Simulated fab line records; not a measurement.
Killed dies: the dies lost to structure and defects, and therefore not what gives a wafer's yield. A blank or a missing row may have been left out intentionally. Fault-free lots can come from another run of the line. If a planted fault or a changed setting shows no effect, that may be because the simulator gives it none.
A struck lot beside a sound one | flow nand harc | 14 out of 1302 route steps
Sound: these wafers, L106.1, L106.2, L106.4. Struck: wafers L113.2, L113.3, L113.6. The cause is named last.
For every step that has rows: the tool of each side, followed by ch and its chambers, followed by its first start. Under that, the readings that differ: sound wafers | struck wafers | difference of the means | sigmas: that difference in standard deviations of wafers without a fault.
alike: words and numbers the same on both sides, and readings whose means are apart by under 2 such deviations; not compared: readings that were withheld, readings missing a value for some wafer, numbers with overlapping values and no deviation given by the record, and bounds like >300 which may hide the same value.
The two part at a step that has a row with sigmas, a row that says differs or no value, or rows on one side only. Numbers that have no deviation but don't overlap get no sigmas and don't part them. A reading missing from all wafers of one side parts the sides only when that side holds two or more wafers.

first, 2 steps without rows for these wafers: NHARC_A_DECK1_JOINT_ANNEAL_28 (time 1800 s); NHARC_A_DECK1_JOINT_ANNEAL_29 (time 1800 s).
NHARC_A_DECK1_JOINT_CMP_02: polishes SiOx.
  sound on cmp-01 ch 1,2,3, day 13 06:17; struck on cmp-02 ch 1,2, day 16 00:35
  alike: motor current A, slurry filter dp kPa, slurry flow ml min
following that, these wafers have no rows for 1 step: NHARC_A_DECK1_JOINT_SRD_15.
NHARC_A_DECK1_JOINT_DEP_16: deposits SiO2, target thk 45 nm.
  sound on pecvd-01 ch 1,2, day 13 06:40; struck on pecvd-03 ch 0,1,2, day 16 01:00
  alike: heater power w, throttle valve pct
NHARC_A_DECK1_JOINT_THK_MEAS_17: measures by ellipsometry.
  sound on film metro-02, day 13 06:56; struck on film metro-01, day 16 01:15
  alike: thk nm
NHARC_A_DECK1_JOINT_INSPECT_05:
  sound on defect inspect-02, day 13 06:58; struck on defect inspect-01, day 16 01:17
  alike: raw defect count
then, 1 step without rows for these wafers: NHARC_A_ONON_D2_DEP_00 (target thk 1000 nm).
NHARC_A_ONON_D2_THK_MEAS_02: measures by ellipsometry.
  sound on film metro-01, day 13 07:32; struck on film metro-01, day 16 01:52
  alike: thk nm
then, 1 step without rows for these wafers: NHARC_A_ONON_D2_DEP_03 (target thk 1000 nm).
NHARC_A_ONON_D2_THK_MEAS_05: measures by ellipsometry.
  sound on film metro-02, day 13 08:07; struck on film metro-02, day 16 02:26
  alike: thk nm
NHARC_A_ONON_D2_DEP_06: target thk 1000 nm.
  sound on pecvd onon-03 ch 0, day 13 08:10; struck on pecvd onon-02 ch 0, day 16 02:34
NHARC_A_ONON_D2_THK_MEAS_08: measures by ellipsometry.
  sound on film metro-01, day 13 08:40; struck on film metro-01, day 16 03:11
  reading     | sound          | struck         | difference | sigmas
  thk nm (nm) | 1003 1006 1006 | 1538 1538 1537 | +533       | +44
  not compared: hold
NHARC_END_SORT_01:
  the record has rows for the sound wafers here (prober-02 ch 0, day 25 08:42) and none for the struck ones

## WHERE THEY PART
Earliest at NHARC_A_ONON_D2_THK_MEAS_08; latest, in this record, at NHARC_END_SORT_01.

WHY: whatever the simulator had introduced
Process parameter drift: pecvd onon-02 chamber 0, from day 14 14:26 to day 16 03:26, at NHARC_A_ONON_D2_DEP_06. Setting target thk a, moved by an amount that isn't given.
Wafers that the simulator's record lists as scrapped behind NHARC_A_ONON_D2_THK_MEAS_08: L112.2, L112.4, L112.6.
